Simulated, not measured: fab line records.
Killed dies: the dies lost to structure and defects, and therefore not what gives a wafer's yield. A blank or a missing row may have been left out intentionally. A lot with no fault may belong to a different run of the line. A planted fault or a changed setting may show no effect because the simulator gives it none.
fab line records | flow nand-harc
[record] lots = 6 | wafers = 18 | last-day = 33
route steps=1302 shown A_CHANNEL_HOLE_D1@480 A_CHANNEL_FILL_D1@490 A_DECK1_JOINT@518 END@1301
lots untouched by any fault: they come from a run of this same line in which no faults occurred
start-h: the number of hours between the record's first day and the start of the first shown wafer of the lot | wait-h: hours from the lot's prior step to this one | " the same as in the row above | L1.1+2: a row that stands for several wafers | - no value present, or no start provided | * or withheld: withheld | < > ~ a bound
route shown NAME@n: a module of which the file shows steps, and the number in the route of the first | usual: mean and standard deviation over wafers with no fault | same: alike in all rows | chamber/n: place in a boat | sites: per-site readings | _std_site: standard deviation across them | _edge_site: inner sites' mean taken away from outer sites' mean | radius-mm: how far each site lies from the wafer's centre | mask NAME#n: copy n | behind: the most recent tool/chamber to have shaped the wafer | hold: why the lot was held/for how many hours/how that ended | device: whichever transistor did not switch (one of n, p or np) | end of line: the route-end tests of the same wafers | a step without rows: its recipe alone | killed: at the first sort, the dies lost to defects and structure; wafer yield is something else | map: the dies of a wafer, with x for killed, . for not killed, _ for no die there
set.NAME: the setting the step ran with; set.NAME@STEP: the setting that earlier step ran with | model.NAME: the simulator's own value behind a step, which no gauge read
lots at some steps of the route; a table a step, a row a wafer
services: a tool's chamber out of use, with start hour (start-h, from the record's first day; less than 0 if before it), hours out, and reason
[[steps]]
[step NHARC_A_CHANNEL_HOLE_D1_STRIP_41]
[recipe] n2-flow-sccm = 150 | h2-flow-sccm = 150 | ar-flow-sccm = 0 | bias-w = 0 | chemistry = N2/H2
[step NHARC_A_CHANNEL_HOLE_D1_STRIP_42]
[recipe] cf4-flow-sccm = 100 | chf3-flow-sccm = 30 | ar-flow-sccm = 0 | bias-w = 0 | chemistry = CF4/CHF3
[step NHARC_A_CHANNEL_HOLE_D1_STRIP_43]
[recipe] o2-flow-sccm = 400 | cos-flow-sccm = 20 | ar-flow-sccm = 0 | bias-w = 0 | chemistry = O2/COS
[step NHARC_A_CHANNEL_HOLE_D1_ETCH_44]
[recipe] target-depth-a = 1400 | overetch-a = 140 | time-s = 77 | ion-energy-ev = 100 | cf4-flow-sccm = 80 | o2-flow-sccm = 20 | ar-flow-sccm = 0 | rf-w = 300 | bias-w = 100 | chemistry = CF4/O2
[step NHARC_A_CHANNEL_HOLE_D1_STRIP_27]
[recipe] o2-flow-sccm = 500 | ar-flow-sccm = 0 | bias-w = 0 | chemistry = O2
[step NHARC_A_CHANNEL_HOLE_D1_PRECLEAN_28]
[recipe] time-s = * | temp-c = 50 | bath-age-min = 0 | chemistry = SC1
[step NHARC_A_CHANNEL_HOLE_D1_SRD_29]
[step NHARC_A_CHANNEL_HOLE_D1_CD_MEAS_30]
[usual] cd-nm = 90.0/1.1
lot.wafer | tool      | chamber | start-h | wait-h | cd-nm
L746.3    | cd-sem-01 | -       | 188.64  | -      | 90.7
L746.4    | "         | -       | "       | "      | 89.7
L746.5    | "         | -       | "       | "      | 90.3
L750.1    | cd-sem-02 | -       | 236.72  | -      | 91.7
L750.2    | "         | -       | "       | "      | 90.9
L750.3    | "         | -       | "       | "      | 91.4
L759.1    | cd-sem-03 | -       | 317.18  | -      | 90.9
L759.2    | "         | -       | "       | "      | 88.2
L759.3    | "         | -       | "       | "      | 89.7
L762.2    | cd-sem-03 | -       | 353.44  | -      | 88.6
L762.4    | "         | -       | "       | "      | 90.3
L762.6    | "         | -       | "       | "      | 89.7
L763.3    | cd-sem-01 | -       | 354.02  | -      | 92.3
L763.4    | "         | -       | "       | "      | 89.9
L763.6    | "         | -       | "       | "      | 90.7
L769.3    | cd-sem-03 | -       | 424.51  | -      | 91.8
L769.5    | "         | -       | "       | "      | 91.3
L769.6    | "         | -       | "       | "      | 90.5
[step NHARC_A_CHANNEL_HOLE_D1_XSEM_31]
[recipe] landing-energy-ev = 35000
[step NHARC_A_CHANNEL_HOLE_D1_INSPECT_40]
[usual] raw-defect-count = 75/26
lot.wafer | tool              | chamber | start-h | wait-h | raw-defect-count
L746.3    | defect-inspect-02 | -       | 188.83  | -      | 60
L746.4    | "                 | -       | "       | "      | 48
L746.5    | "                 | -       | "       | "      | 48
L750.1    | defect-inspect-02 | -       | 236.90  | -      | 58
L750.2    | "                 | -       | "       | "      | 49
L750.3    | "                 | -       | "       | "      | 43
L759.1    | defect-inspect-01 | -       | 317.36  | -      | 94
L759.2    | "                 | -       | "       | "      | 120
L759.3    | "                 | -       | "       | "      | 117
L762.2    | defect-inspect-01 | -       | 353.62  | -      | 106
L762.4    | "                 | -       | "       | "      | 91
L762.6    | "                 | -       | "       | "      | 100
L763.3    | defect-inspect-02 | -       | 354.22  | -      | 71
L763.4    | "                 | -       | "       | "      | 58
L763.6    | "                 | -       | "       | "      | 46
L769.3    | defect-inspect-01 | -       | 424.70  | -      | 49
L769.5    | "                 | -       | "       | "      | 43
L769.6    | "                 | -       | "       | "      | 41
[step NHARC_A_CHANNEL_FILL_D1_PRECLEAN_00]
[recipe] time-s = * | temp-c = 50 | bath-age-min = 0 | chemistry = SC1
[step NHARC_A_CHANNEL_FILL_D1_SRD_01]
[step NHARC_A_CHANNEL_FILL_D1_ALD_02]
[recipe] target-thk-a = 60 | pulse-time-s = 10 | ald-cycles = 60 | temp-c = 300 | material = SiO2
[usual] ald-cycles = 60/0 | heater-power-w = 501/48 | precursor-pulse-height-rel = 0.997/0.019
lot.wafer | tool      | chamber | start-h | wait-h | ald-cycles | heater-power-w | precursor-pulse-height-rel
L746.4    | ald-hk-04 | 1       | 191.44  | -      | 60         | 497            | 1.015
L746.3    | "         | 2       | "       | "      | 60         | 475            | 1.005
L746.5    | "         | 0       | "       | "      | 60         | 443            | 1.000
L750.2    | ald-hk-04 | 0       | 237.10  | -      | 60         | 432            | 1.005
L750.3    | "         | 1       | "       | "      | 60         | 494            | 1.001
L750.1    | "         | 2       | "       | "      | 60         | 490            | 1.018
L759.2    | ald-hk-03 | 2       | 317.62  | -      | 60         | 487            | 0.985
L759.3    | "         | 3       | "       | "      | 60         | 555            | 0.982
L759.1    | "         | 0       | "       | "      | 60         | 495            | 1.011
L762.4    | ald-hk-03 | 1       | 353.81  | -      | 38         | 504            | 0.980
L762.2    | "         | 0       | "       | "      | 38         | 482            | 1.004
L762.6    | "         | 2       | "       | "      | 38         | 476            | 1.004
L763.3    | ald-hk-03 | 2       | 354.41  | -      | 38         | 467            | 0.979
L763.4    | "         | 3       | "       | "      | 38         | 567            | 0.999
L763.6    | "         | 3       | "       | "      | 38         | 557            | 0.999
L769.3    | ald-hk-04 | 2       | 425.11  | -      | 60         | 491            | 0.977
L769.5    | "         | 3       | "       | "      | 60         | 560            | 0.997
L769.6    | "         | 0       | "       | "      | 60         | 446            | 0.982
[step NHARC_A_CHANNEL_FILL_D1_ALD_03]
[recipe] target-thk-a = 60 | pulse-time-s = 60 | ald-cycles = 58 | temp-c = 630 | pressure-torr = 2 | material = SiNx
[usual] ald-cycles = 58/0 | precursor-pulse-height-rel = 0.998/0.019
lot.wafer | tool             | chamber | start-h | wait-h | ald-cycles | precursor-pulse-height-rel
L746.3    | ald-sin-batch-01 | 0       | -       | -      | 58         | 0.977
L746.4    | "                | 0       | "       | "      | 58         | 1.034
L746.5    | "                | 0       | "       | "      | 58         | 1.021
L750.1    | ald-sin-batch-03 | 0       | -       | -      | 58         | 0.994
L750.2    | "                | 0       | "       | "      | 58         | 0.989
L750.3    | "                | 0       | "       | "      | 58         | 1.015
L759.1    | ald-sin-batch-03 | 0       | -       | -      | 58         | 1.018
L759.2    | "                | 0       | "       | "      | 58         | 0.989
L759.3    | "                | 0       | "       | "      | 58         | 0.991
L762.2    | ald-sin-batch-02 | 0       | -       | -      | 58         | 0.993
L762.4    | "                | 0       | "       | "      | 58         | 0.986
L762.6    | "                | 0       | "       | "      | 58         | 1.014
L763.3    | ald-sin-batch-02 | 0       | -       | -      | 58         | 1.021
L763.4    | "                | 0       | "       | "      | 58         | 1.017
L763.6    | "                | 0       | "       | "      | 58         | 0.993
L769.3    | ald-sin-batch-02 | 0       | -       | -      | 58         | 1.000
L769.5    | "                | 0       | "       | "      | 58         | 0.946
L769.6    | "                | 0       | "       | "      | 58         | 0.990
[step NHARC_A_CHANNEL_FILL_D1_ALD_14]
[recipe] target-thk-a = 25 | pulse-time-s = 10 | ald-cycles = 25 | temp-c = 300 | material = SiO2
[step NHARC_A_CHANNEL_FILL_D1_ALD_15]
[recipe] target-thk-a = 20 | pulse-time-s = 60 | ald-cycles = 19 | temp-c = 630 | pressure-torr = 2 | material = SiNx
[step NHARC_A_CHANNEL_FILL_D1_ALD_16]
[recipe] target-thk-a = 15 | pulse-time-s = 10 | ald-cycles = 15 | temp-c = 300 | material = SiO2
[usual] ald-cycles = 15/0 | heater-power-w = 499/46 | precursor-pulse-height-rel = 1.001/0.02
lot.wafer | tool      | chamber | start-h | wait-h | ald-cycles | heater-power-w | precursor-pulse-height-rel
L746.4    | ald-hk-03 | 3       | 203.73  | 0.1    | 15         | 587            | 1.013
L746.3    | "         | 0       | "       | "      | 15         | 531            | 1.001
L746.5    | "         | 2       | "       | "      | 15         | 474            | 0.991
L750.1    | ald-hk-01 | 0       | 249.25  | 0.0    | 15         | 480            | 1.012
L750.2    | "         | 2       | "       | "      | 15         | 561            | 1.020
L750.3    | "         | 3       | "       | "      | 15         | 435            | 0.996
L759.3    | ald-hk-01 | 2       | 329.75  | 0.1    | 15         | 567            | 0.982
L759.2    | "         | 3       | "       | "      | 15         | 449            | 1.005
L759.1    | "         | 0       | "       | "      | 15         | 475            | 1.025
L762.2    | ald-hk-04 | 0       | 365.95  | 0.0    | 15         | 443            | 1.016
L762.4    | "         | 3       | "       | "      | 15         | 578            | 1.003
L762.6    | "         | 1       | "       | "      | 15         | 469            | 1.011
L763.4    | ald-hk-03 | 1       | 365.97  | 0.1    | 15         | 502            | 0.998
L763.3    | "         | 2       | "       | "      | 15         | 461            | 1.005
L763.6    | "         | 0       | "       | "      | 15         | 515            | 0.985
L769.3    | ald-hk-03 | 3       | 438.04  | 0.1    | 15         | 568            | 1.014
L769.5    | "         | 1       | "       | "      | 15         | 492            | 1.001
L769.6    | "         | 2       | "       | "      | 15         | 471            | 0.983
[step NHARC_A_CHANNEL_FILL_D1_ANNEAL_17]
[recipe] temp-c = 850 | time-s = 1800
[step NHARC_A_CHANNEL_FILL_D1_CVD_18]
[recipe] target-thk-a = 30 | temp-c = 550 | material = poly-Si
[step NHARC_A_CHANNEL_FILL_D1_ETCHBACK_19]
[recipe] target-depth-a = 50 | time-s = 1.7 | hbr-flow-sccm = 150 | cl2-flow-sccm = 50 | rf-w = 400 | icp-w = 400 | bias-w = 100 | chemistry = HBr/Cl2
[step NHARC_A_CHANNEL_FILL_D1_ETCHBACK_20]
[recipe] target-depth-a = 270 | time-s = 13.5 | c4f8-flow-sccm = withheld | o2-flow-sccm = 8 | ar-flow-sccm = withheld | rf-w = 600 | bias-w = 1500 | chemistry = C4F8/O2/Ar
[usual] chamber-pressure-mTorr = 24.996/0.022 | oes-product-au = 0.96/0.034 | rf-vpp-V = 975/5.2
lot.wafer | tool        | chamber | start-h | wait-h | chamber-pressure-mTorr | oes-product-au | rf-hours-counter-h | rf-vpp-V
L746.3    | rie-diel-13 | 1       | 215.78  | -      | 24.979                 | 1.01           | 2.4                | 980
L746.4    | "           | 3       | "       | "      | 25.002                 | 1.01           | 2.4                | 970
L746.5    | "           | 2       | "       | "      | 24.961                 | 1.01           | -                  | 974
L750.1    | rie-diel-13 | 0       | 261.62  | -      | 25.021                 | 0.99           | 4.9                | 973
L750.3    | "           | 1       | "       | "      | 25.022                 | 0.98           | 4.5                | 979
L750.2    | "           | 3       | "       | "      | 25.001                 | 0.99           | 4.6                | 970
L759.3    | rie-diel-02 | 3       | 341.84  | -      | 24.979                 | 0.93           | 5.2                | 979
L759.2    | "           | 0       | "       | "      | 25.015                 | 0.92           | 4.6                | 972
L759.1    | "           | 2       | "       | "      | 25.001                 | 0.92           | 4.8                | 988
L762.2    | rie-diel-13 | 3       | 377.72  | -      | 24.966                 | 0.97           | 1.7                | 971
L762.4    | "           | 0       | "       | "      | 25.024                 | 0.97           | 1.6                | 972
L762.6    | "           | 2       | "       | "      | 24.990                 | 0.96           | -                  | 973
L763.3    | rie-diel-02 | 1       | 377.72  | -      | 25.016                 | 0.92           | 6.3                | 983
L763.4    | "           | 2       | "       | "      | 24.992                 | 0.99           | 7.5                | 988
L763.6    | "           | 1       | "       | "      | 24.973                 | 0.92           | -                  | 985
L769.3    | rie-diel-13 | 0       | 450.00  | -      | 24.971                 | 0.92           | 6.1                | 971
L769.5    | "           | 0       | "       | "      | 24.999                 | 0.93           | -                  | 971
L769.6    | "           | 1       | "       | "      | 25.011                 | 0.92           | -                  | 979
[step NHARC_A_CHANNEL_FILL_D1_STRIP_28]
[recipe] time-s = 20 | o2-flow-sccm = 500 | ar-flow-sccm = 0 | bias-w = 0 | chemistry = O2
[step NHARC_A_CHANNEL_FILL_D1_PRECLEAN_21]
[recipe] time-s = 30 | chemistry = dHF
[step NHARC_A_CHANNEL_FILL_D1_SRD_23]
[step NHARC_A_CHANNEL_FILL_D1_CVD_05]
[recipe] target-thk-a = 50 | temp-c = 550 | material = poly-Si
[step NHARC_A_CHANNEL_FILL_D1_ANNEAL_22]
[recipe] temp-c = 620 | time-s = 7200
[step NHARC_A_CHANNEL_FILL_D1_ALD_25]
[recipe] target-thk-a = 600 | pulse-time-s = 10 | ald-cycles = 600 | temp-c = 300 | material = SiOx
[usual] ald-cycles = 600/0 | heater-power-w = 500/44 | precursor-pulse-height-rel = 0.998/0.018
lot.wafer | tool      | chamber | start-h | wait-h | ald-cycles | heater-power-w | precursor-pulse-height-rel
L746.4    | ald-hk-01 | 3       | 227.66  | 0.1    | 600        | 425            | 0.953
L746.3    | "         | 2       | 229.51  | 1.9    | 600        | 557            | 1.001
L746.5    | "         | 3       | "       | "      | 600        | 417            | 1.025
L750.3    | ald-hk-03 | 1       | 273.45  | 0.1    | 600        | 510            | 1.007
L750.2    | "         | 2       | "       | "      | 600        | 470            | 1.008
L750.1    | "         | 3       | "       | "      | 600        | 571            | 1.008
L759.2    | ald-hk-04 | 3       | 353.74  | 0.1    | 600        | 564            | 1.006
L759.1    | "         | 0       | "       | "      | 600        | 445            | 0.993
L759.3    | "         | 1       | "       | "      | 600        | 476            | 1.022
L763.4    | ald-hk-03 | 2       | 390.85  | 1.3    | 600        | 473            | 1.003
L763.3    | "         | 3       | "       | "      | 600        | 569            | 0.997
L763.6    | "         | 0       | "       | "      | 600        | 493            | 0.983
L762.4    | ald-hk-01 | 0       | 391.42  | 1.8    | 600        | 489            | 1.008
L762.2    | "         | 2       | 392.63  | 3.0    | 600        | 586            | 0.947
L762.6    | "         | 0       | 393.85  | 4.2    | 600        | 479            | 0.984
L769.3    | ald-hk-04 | 3       | 464.33  | 2.5    | 600        | 606            | 0.998
L769.5    | "         | 1       | 466.80  | 5.0    | 600        | 488            | 1.026
L769.6    | "         | 2       | 468.04  | 6.2    | 600        | 508            | 0.983
[step NHARC_A_CHANNEL_FILL_D1_ETCHBACK_08]
[recipe] target-depth-a = 2200 | time-s = 110 | c4f8-flow-sccm = 20 | ar-flow-sccm = withheld | rf-w = 600 | bias-w = 300 | chemistry = C4F8
[step NHARC_A_CHANNEL_FILL_D1_STRIP_29]
[recipe] time-s = 20 | o2-flow-sccm = 500 | ar-flow-sccm = 0 | bias-w = 0 | chemistry = O2
[step NHARC_A_CHANNEL_FILL_D1_PRECLEAN_30]
[recipe] time-s = 30 | chemistry = dHF
[step NHARC_A_CHANNEL_FILL_D1_SRD_31]
[step NHARC_A_CHANNEL_FILL_D1_CVD_09]
[recipe] target-thk-a = 1500 | temp-c = 620 | pressure-mtorr = 200 | time-s = 3000 | material = poly-Si
[step NHARC_A_CHANNEL_FILL_D1_CMP_10]
[recipe] target-thk-nm = 150
[step NHARC_A_CHANNEL_FILL_D1_SRD_12]
[step NHARC_A_CHANNEL_FILL_D1_INSPECT_13]
[usual] raw-defect-count = 284/110
lot.wafer | tool              | chamber | start-h | wait-h | raw-defect-count
L746.3    | defect-inspect-01 | -       | 239.79  | 0.0    | 182
L746.4    | "                 | -       | "       | "      | 217
L746.5    | "                 | -       | "       | "      | 188
L750.1    | defect-inspect-01 | -       | 285.08  | 0.0    | 284
L750.2    | "                 | -       | "       | "      | 170
L750.3    | "                 | -       | "       | "      | 180
L759.1    | defect-inspect-02 | -       | 365.52  | 0.0    | 337
L759.2    | "                 | -       | "       | "      | 272
L759.3    | "                 | -       | "       | "      | 253
L762.2    | defect-inspect-01 | -       | 401.28  | 0.0    | 406
L762.4    | "                 | -       | "       | "      | 235
L762.6    | "                 | -       | "       | "      | 209
L763.3    | defect-inspect-02 | -       | 401.29  | 0.0    | 321
L763.4    | "                 | -       | "       | "      | 438
L763.6    | "                 | -       | "       | "      | 265
L769.3    | defect-inspect-02 | -       | 477.42  | 0.0    | 142
L769.5    | "                 | -       | "       | "      | 382
L769.6    | "                 | -       | "       | "      | 289
[step NHARC_A_DECK1_JOINT_ETCHBACK_07]
[recipe] target-depth-a = 1050 | time-s = 26.9 | hbr-flow-sccm = 150 | rf-w = 350 | icp-w = 350 | bias-w = 60 | chemistry = HBr
[usual] chamber-pressure-mTorr = 15.001/0.014 | drypump-motor-current-A = 5.8/0.49 | he-backside-leak-sccm = 2.68/0.24 | oes-product-au = 0.998/0.0074 | throttle-valve-pct = 23.266/0.0097
lot.wafer | tool      | chamber | start-h | wait-h | chamber-pressure-mTorr | drypump-motor-current-A | he-backside-leak-sccm | oes-product-au | rf-hours-counter-h | throttle-valve-pct
L746.4    | rie-si-02 | 2       | 239.85  | 0.1    | 15.022                 | 5.8                     | 2.64                  | 1.005          | 0.8                | 23.276
L746.3    | "         | 0       | "       | "      | 14.997                 | 6.1                     | 2.87                  | 1.005          | 0.8                | 23.257
L746.5    | "         | 3       | "       | "      | 15.000                 | 6.3                     | 2.77                  | 1.012          | -                  | 23.271
L750.1    | rie-si-05 | 1       | 285.14  | 0.1    | 15.045                 | 6.4                     | 2.98                  | 1.001          | 0.8                | 23.270
L750.3    | "         | 2       | "       | "      | 14.976                 | 6.2                     | 2.83                  | 0.994          | 1.0                | 23.257
L750.2    | "         | 3       | "       | "      | 14.996                 | 5.3                     | 2.45                  | 0.999          | 0.9                | 23.270
L759.3    | rie-si-04 | 2       | 365.58  | 0.1    | 15.027                 | 4.8                     | 2.38                  | 0.989          | 0.1                | 23.273
L759.2    | "         | 3       | "       | "      | 14.974                 | 5.8                     | 2.80                  | 0.995          | 0.1                | 23.276
L759.1    | "         | 1       | "       | "      | 14.984                 | 5.7                     | 2.31                  | 0.983          | 0.1                | 23.280
L762.4    | rie-si-05 | 2       | 401.35  | 0.1    | 15.003                 | 6.2                     | 2.87                  | 1.002          | 0.5                | 23.269
L762.2    | "         | 1       | "       | "      | 15.012                 | 6.4                     | 3.05                  | 0.987          | 0.5                | 23.267
L762.6    | "         | 2       | "       | "      | 14.990                 | 6.2                     | 2.86                  | 0.995          | -                  | 23.267
L763.3    | rie-si-04 | 2       | 401.37  | 0.1    | 15.026                 | 4.8                     | 2.40                  | 0.995          | 0.4                | 23.285
L763.4    | "         | 3       | "       | "      | 15.007                 | 5.8                     | 3.00                  | 0.994          | 0.3                | 23.261
L763.6    | "         | 1       | "       | "      | 14.993                 | 5.7                     | 2.35                  | 0.985          | -                  | 23.270
L769.3    | rie-si-04 | 0       | 477.50  | 0.1    | 14.989                 | 5.3                     | 2.76                  | 0.999          | 0.7                | 23.254
L769.5    | "         | 3       | "       | "      | 14.989                 | 5.8                     | 2.78                  | 0.998          | -                  | 23.258
L769.6    | "         | 0       | "       | "      | 14.986                 | 5.3                     | 2.74                  | 0.994          | -                  | 23.277
[step NHARC_A_DECK1_JOINT_ETCH_25]
[recipe] target-depth-a = 5 | chemistry = dHF | material = SiO2
[step NHARC_A_DECK1_JOINT_ETCH_19]
[recipe] temp-c = 25 | target-depth-a = 30 | chemistry = TMAH | material = poly-Si
[step NHARC_A_DECK1_JOINT_ETCH_18]
[recipe] target-depth-a = 30 | chemistry = dHF | material = SiO2
[step NHARC_END_WLT_00]
[usual] VT_DECK1_BOTTOM = 0.873/0.0081 | VT_DECK1_BOTTOM_INNER = 0.873/0.008 | VT_DECK1_MEDIAN_NEAR_BOTTOM = 0.874/0.0082 | VT_DECK1_MEDIAN_NEAR_BOTTOM_INNER = 0.874/0.0084 | VT_DECK1_MIDDLE = 0.885/0.0079 | VT_DECK1_MIDDLE_INNER = 0.885/0.0083 | VT_DECK1_TOP = 0.897/0.0088 | VT_DECK1_TOP_INNER = 0.897/0.0084 | VT_DECK2_BOTTOM = 0.869/0.0061 | VT_DECK2_BOTTOM_INNER = 0.870/0.0058 | VT_DECK2_MEDIAN_NEAR_BOTTOM = 0.871/0.0067 | VT_DECK2_MEDIAN_NEAR_BOTTOM_INNER = 0.870/0.0064 | VT_DECK2_MIDDLE = 0.883/0.006 | VT_DECK2_MIDDLE_INNER = 0.882/0.007 | VT_DECK2_TOP = 0.893/0.0065 | VT_DECK2_TOP_INNER = 0.893/0.0066
lot.wafer | tool      | chamber | start-h | wait-h | VT_DECK1_BOTTOM | VT_DECK1_BOTTOM_INNER | VT_DECK1_MEDIAN_NEAR_BOTTOM | VT_DECK1_MEDIAN_NEAR_BOTTOM_INNER | VT_DECK1_MIDDLE | VT_DECK1_MIDDLE_INNER | VT_DECK1_TOP | VT_DECK1_TOP_INNER | VT_DECK2_BOTTOM | VT_DECK2_BOTTOM_INNER | VT_DECK2_MEDIAN_NEAR_BOTTOM | VT_DECK2_MEDIAN_NEAR_BOTTOM_INNER | VT_DECK2_MIDDLE | VT_DECK2_MIDDLE_INNER | VT_DECK2_TOP | VT_DECK2_TOP_INNER
L746.3    | prober-01 | -       | 562.91  | 1.0    | 0.868           | 0.876                 | 0.873                       | 0.878                             | 0.876           | 0.884                 | 0.885        | 0.884              | 0.869           | 0.867                 | 0.874                       | 0.880                             | 0.881           | 0.883                 | 0.891        | 0.892
L746.4    | "         | -       | "       | "      | 0.879           | 0.870                 | 0.875                       | 0.876                             | 0.884           | 0.877                 | 0.894        | 0.895              | 0.873           | 0.880                 | 0.866                       | 0.877                             | 0.887           | 0.879                 | 0.897        | 0.902
L746.5    | "         | -       | "       | "      | 0.871           | 0.870                 | 0.873                       | 0.862                             | 0.889           | 0.886                 | 0.893        | 0.897              | 0.871           | 0.872                 | 0.874                       | 0.869                             | 0.880           | 0.880                 | 0.890        | 0.890
L750.1    | prober-01 | -       | 590.12  | 0.0    | 0.882           | 0.877                 | 0.873                       | 0.886                             | 0.892           | 0.899                 | 0.908        | 0.905              | 0.870           | 0.866                 | 0.865                       | 0.867                             | 0.882           | 0.876                 | 0.889        | 0.891
L750.2    | "         | -       | "       | "      | 0.876           | 0.866                 | 0.870                       | 0.875                             | 0.887           | 0.895                 | 0.901        | 0.903              | 0.872           | 0.863                 | 0.863                       | 0.868                             | 0.885           | 0.880                 | 0.885        | 0.892
L750.3    | "         | -       | "       | "      | 0.882           | 0.879                 | 0.885                       | 0.891                             | 0.898           | 0.891                 | 0.901        | 0.899              | 0.870           | 0.866                 | 0.866                       | 0.862                             | 0.879           | 0.883                 | 0.895        | 0.894
L759.1    | prober-01 | -       | 687.95  | 2.2    | 0.877           | 0.882                 | 0.876                       | 0.875                             | 0.889           | 0.896                 | 0.900        | 0.899              | 0.869           | 0.870                 | 0.871                       | 0.868                             | 0.880           | 0.881                 | 0.875        | 0.881
L759.2    | "         | -       | "       | "      | 0.875           | 0.875                 | 0.866                       | 0.874                             | 0.888           | 0.885                 | 0.896        | 0.897              | 0.877           | 0.864                 | 0.870                       | 0.865                             | 0.881           | 0.876                 | 0.884        | 0.889
L759.3    | "         | -       | "       | "      | 0.875           | 0.877                 | 0.872                       | 0.874                             | 0.886           | 0.887                 | 0.896        | 0.896              | 0.863           | 0.858                 | 0.875                       | 0.861                             | 0.882           | 0.871                 | 0.879        | 0.878
L763.3    | prober-02 | -       | 719.20  | 1.1    | 0.848           | 0.852                 | 0.861                       | 0.854                             | 0.856           | 0.867                 | 0.867        | 0.873              | 0.876           | 0.873                 | 0.883                       | 0.875                             | 0.894           | 0.889                 | 0.900        | 0.903
L763.4    | "         | -       | "       | "      | 0.850           | 0.847                 | 0.844                       | 0.843                             | 0.854           | 0.863                 | 0.874        | 0.868              | 0.880           | 0.881                 | 0.879                       | 0.878                             | 0.882           | 0.888                 | 0.903        | 0.903
L763.6    | "         | -       | 720.70  | 2.6    | 0.854           | 0.850                 | 0.851                       | 0.849                             | 0.853           | 0.858                 | 0.863        | 0.875              | 0.883           | 0.877                 | 0.882                       | 0.889                             | 0.892           | 0.899                 | 0.902        | 0.908
L762.2    | prober-01 | -       | 738.68  | 0.5    | 0.843           | 0.844                 | 0.841                       | 0.836                             | 0.855           | 0.852                 | 0.866        | 0.868              | 0.877           | 0.875                 | 0.874                       | 0.872                             | 0.885           | 0.889                 | 0.894        | 0.892
L762.4    | "         | -       | 739.68  | 1.6    | 0.842           | 0.853                 | 0.837                       | 0.840                             | 0.854           | 0.852                 | 0.856        | 0.864              | 0.875           | 0.877                 | 0.875                       | 0.875                             | 0.889           | 0.890                 | 0.893        | 0.896
L762.6    | "         | -       | 740.69  | 2.6    | 0.842           | 0.841                 | 0.840                       | 0.843                             | 0.850           | 0.849                 | 0.863        | 0.858              | 0.862           | 0.871                 | 0.868                       | 0.868                             | 0.890           | 0.887                 | 0.895        | 0.899
L769.3    | prober-01 | -       | 790.15  | 1.0    | 0.882           | 0.884                 | 0.882                       | 0.878                             | 0.898           | 0.889                 | 0.902        | 0.896              | 0.867           | 0.870                 | 0.875                       | 0.877                             | 0.886           | 0.889                 | 0.894        | 0.893
L769.5    | "         | -       | 791.15  | 2.0    | 0.882           | 0.882                 | 0.887                       | 0.885                             | 0.889           | 0.898                 | 0.909        | 0.903              | 0.865           | 0.873                 | 0.877                       | 0.873                             | 0.893           | 0.882                 | 0.903        | 0.900
L769.6    | "         | -       | "       | "      | 0.879           | 0.874                 | 0.876                       | 0.882                             | 0.894           | 0.887                 | 0.907        | 0.895              | 0.871           | 0.870                 | 0.871                       | 0.876                             | 0.889           | 0.891                 | 0.893        | 0.898
[[services]]
tool             | chamber | start-h | hours | kind
rie-si-05        | -       | 173.25  | 0.2   | repair
ald-hk-04        | -       | 183.70  | 0.6   | repair
rie-si-04        | 3       | 189.57  | 3.6   | repair
rie-si-04        | 2       | 213.14  | 1.0   | repair
ald-hk-03        | -       | 214.11  | 10.0  | pm
rie-diel-02      | -       | 216.70  | 9.0   | pm
rie-diel-13      | 2       | 222.04  | 20.7  | repair
ald-sin-batch-02 | -       | 230.46  | 3.8   | repair
rie-diel-13      | 3       | 247.59  | 6.3   | repair
ald-hk-04        | -       | 256.31  | 3.3   | repair
rie-diel-02      | 1       | 257.31  | 18.0  | repair
ald-sin-batch-02 | -       | 266.00  | 26.0  | pm
ald-hk-01        | -       | 299.49  | 10.0  | pm
rie-si-05        | 2       | 301.07  | 6.3   | repair
rie-diel-13      | 1       | 306.66  | 2.6   | repair
rie-diel-13      | -       | 342.00  | 9.0   | pm
rie-si-04        | -       | 342.00  | 9.0   | pm
ald-hk-01        | -       | 365.90  | 0.8   | repair
rie-diel-13      | 3       | 386.69  | 16.1  | repair
ald-sin-batch-02 | -       | 390.89  | 23.5  | repair
rie-diel-13      | 2       | 405.21  | 4.8   | repair
rie-diel-13      | 1       | 411.79  | 4.6   | repair
ald-hk-04        | -       | 437.59  | 10.0  | pm
ald-hk-01        | -       | 477.54  | 10.0  | pm
[[key]]
[first-sign] step = NHARC_A_CHANNEL_FILL_D1_ALD_02 | reading = ald-cycles | direction = down | sigmas = 99+ | usual = 60 | struck = 38
[effect] step = NHARC_END_WLT_00 | reading = VT_DECK1_MIDDLE | direction = down | sigmas = 4 | usual = 0.885 | struck = 0.854
met-at NHARC_A_CHANNEL_FILL_D1_ALD_02
struck-wafers L762.2,L762.4,L762.6,L763.3,L763.4,L763.6
tester-left-out L762,L763
onset-between 317.62 353.81
[fault] kind = process-parameter-drift | tool = ald-hk-03 | chamber = - | onset-h = 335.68 | steps = NHARC_A_CHANNEL_FILL_D1_ALD_02 | channel = ald-cycles | offset = -22 | shape = step | end-h = 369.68 | acts-in = these-recipes-only | stated = 60
// tester-left-out: of these lots the tester's yield and bins aren't shown, on N5 and GAA mostly nor the transistor test; their killed dies are dies lost to structure and defects alone, not to doping, threshold or leakage, so they don't give the yield
